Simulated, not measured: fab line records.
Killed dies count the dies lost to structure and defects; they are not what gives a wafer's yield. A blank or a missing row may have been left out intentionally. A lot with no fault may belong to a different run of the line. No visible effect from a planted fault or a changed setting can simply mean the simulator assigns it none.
Matching of chambers ; flow nand_harc ; 4 sister chambers for NHARC_A_STAIRCASE_TRIM_12 on rie_diel-11
The step chemistry O2, time 211.2 s. 8 wafers are shown with their chamber, then 12 later ones without.

EACH WAFER AND ITS CHAMBER
wafer;chamber;showerhead_plenum_p_Torr (Torr);drypump_motor_current_A (A)
L081.4;0;3.58;6.5
L085.1;1;3.40;5.5
L092.1;2;3.62;5.4
L092.5;2;3.62;5.4
L092.6;3;3.27;5.4
L092.2;0;3.57;6.6
L092.3;3;3.27;5.5
L092.4;1;3.39;5.5

WAFERS WHOSE CHAMBER IS MISSING
wafer;showerhead_plenum_p_Torr (Torr);drypump_motor_current_A (A)
L088.1;3.57;6.5
L088.4;3.27;5.4
L088.6;3.57;6.6
L088.2;3.39;5.5
L088.3;3.62;5.4
L088.5;3.39;5.5
L093.1;3.57;6.6
L093.3;3.39;5.5
L093.6;3.39;5.5
L097.2;3.62;5.4
L097.4;3.26;5.4
L097.5;3.39;5.5

EACH ONE'S CHAMBER
wafer;from the rows above;in truth
L088.1;0;0
L088.4;3;3
L088.6;0;0
L088.2;1;1
L088.3;2;2
L088.5;1;1
L093.1;0;0
L093.3;1;1
L093.6;1;1
L097.2;2;2
L097.4;3;3
L097.5;1;1
Placed correctly: 12 of 12. Not placeable from these rows: 0. Number placed wrongly: 0.
How it was worked out, from the rows above alone: a wafer's distance from a chamber is the root of the sum, over the readings, of the square of ((its reading less the chamber's mean) divided by the reading's scatter). If the next closest chamber is less than 2 further off than the closest, the wafer can't be placed; otherwise it belongs to the closest. The mean given for a chamber averages the wafers shown for that chamber. The scatter: take each reading less its chamber's mean, square it, sum over the shown wafers, divide by the number of wafers less the number of chambers, and take the root.
